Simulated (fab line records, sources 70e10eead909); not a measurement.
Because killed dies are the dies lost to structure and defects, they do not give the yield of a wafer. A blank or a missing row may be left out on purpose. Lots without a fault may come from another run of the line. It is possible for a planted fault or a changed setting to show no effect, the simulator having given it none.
Comparing a struck lot with a sound one + flow nand_harc + 13 out of 1302 route steps
Sound: wafers L238.3, L238.4, L238.6. Struck: wafer L236.3 (left out: L236.1, L236.4 of the same lot, which were not struck); the cause appears at the end.
At each step with rows: each side's tool, then ch and its chambers, then its first start. Under that, the readings that differ: sound wafers + struck wafers + difference of the means + sigmas: that difference in standard deviations of wafers without a fault.
alike: words and numbers the same on both sides, and readings whose means are apart by under 2 such deviations; not compared: readings that were withheld, readings missing a value for some wafer, numbers with overlapping values and no deviation given by the record, and bounds like >300 which may hide the same value.
Wherever a step has rows on one side only, a row that says differs or no value, or a row with sigmas, the two part there. Non-overlapping numbers with no deviation appear without sigmas and do not part them. Lack of a reading on every wafer of one side parts them only where that side has two or more wafers.

NHARC_A_WL_FILL_CVD_03: deposits W, target thk 40 nm, time 279 s.
  sound on cvd_w-01 ch 0,1, day 25 14:55; struck on cvd_w-02 ch 0, day 25 02:26
| reading                | sound          | struck | difference | sigmas |
|------------------------|----------------|--------|------------|--------|
| mfc_ar_sccm (sccm)     | 1562 1556 1564 | 1550   | -11        | -2     |
| throttle_valve_pct (%) | 7.70 7.84 7.84 | 8.37   | +0.58      | +2     |
  alike: heater_power_w
NHARC_A_WL_FILL_ETCHBACK_04: etches the open film in NF3, target depth 60 nm, time 120 s.
  sound on rie_metal-01 ch 0,1, day 25 15:15; struck on rie_metal-02 ch 1, day 25 02:50
| reading               | sound             | struck | difference | sigmas |
|-----------------------|-------------------|--------|------------|--------|
| oes_product_au (a.u.) | 1.002 1.016 1.018 | 0.994  | -0.018     | -2     |
| run_length_s (s)      | 141.5 141.1 141.0 | 141.9  | +0.7       | +2     |
  alike: drypump_motor_current_A
  not compared: rf_hours_counter_h
NHARC_A_WL_FILL_ETCHBACK_05: etches the open film in Cl2/BCl3, target depth 22 nm, time 60 s.
  sound on rie_metal-01 ch 0,1, day 25 15:27; struck on rie_metal-02 ch 1, day 25 03:04
  alike: drypump_motor_current_A, oes_product_au, run_length_s
  not compared: rf_hours_counter_h
NHARC_A_WL_FILL_STRIP_27: strips in N2/H2, time 20 s.
  sound on plasma_asher-02 ch 0,1, day 25 15:37; struck on plasma_asher-02 ch 0, day 25 03:26
  alike: drypump_motor_current_A, heater_power_w
  not compared: rf_hours_counter_h
then, 6 steps without rows for these wafers: NHARC_A_WL_FILL_STRIP_28 (strips in post etch residue remover, time 1200 s); NHARC_A_WL_FILL_PRECLEAN_06 (cleans in DIW, time 300 s); NHARC_A_WL_FILL_SRD_07; NHARC_A_WL_FILL_ANNEAL_08 (time 1800 s); NHARC_A_WL_FILL_ALD_10 (deposits SiO2, target thk 50 nm, pulse time 10 s, ald cycles 500); NHARC_A_WL_FILL_ETCHBACK_16 (etches the open film in C4F8/O2/Ar, target depth 120 nm, time 24 s).
NHARC_A_WL_FILL_STRIP_29: strips in O2, time 20 s.
  sound on rie_diel-04 ch 1,2, day 26 05:02; struck on rie_diel-02 ch 3, day 25 13:36
| reading            | sound | struck | difference | sigmas |
|--------------------|-------|--------|------------|--------|
| mfc_ar_sccm (sccm) | 0 0 0 | 0.025  | +0.025     | +2     |
  alike: drypump_motor_current_A, oes_product_au, rf_vpp_V, showerhead_plenum_p_Torr, throttle_valve_pct
  not compared: rf_hours_counter_h
NHARC_A_WL_FILL_ETCHBACK_17: etches the open film in Cl2/BCl3, target depth 4 nm, time 26.7 s.
  sound on rie_metal-03 ch 0,1, day 26 05:10; struck on rie_metal-02 ch 0, day 25 13:42
| reading                     | sound             | struck | difference | sigmas |
|-----------------------------|-------------------|--------|------------|--------|
| drypump_motor_current_A (A) | 5.8 5.6 5.8       | 5.1    | -0.6       | -2     |
| oes_product_au (a.u.)       | 0.975 1.008 0.972 | 1.014  | +0.029     | +3     |
| run_length_s (s)            | 47.5 48.1 47.7    | 37.9   | -9.9       | -33    |
  not compared: rf_hours_counter_h
then, 1 step without rows for these wafers: NHARC_A_WL_FILL_PRECLEAN_18 (cleans in dHF, time 30 s).

## WHERE THEY PART
Last at NHARC_A_WL_FILL_ETCHBACK_17 as far as this record goes, first at NHARC_A_WL_FILL_CVD_03.

WHY: what had been put in by the simulator
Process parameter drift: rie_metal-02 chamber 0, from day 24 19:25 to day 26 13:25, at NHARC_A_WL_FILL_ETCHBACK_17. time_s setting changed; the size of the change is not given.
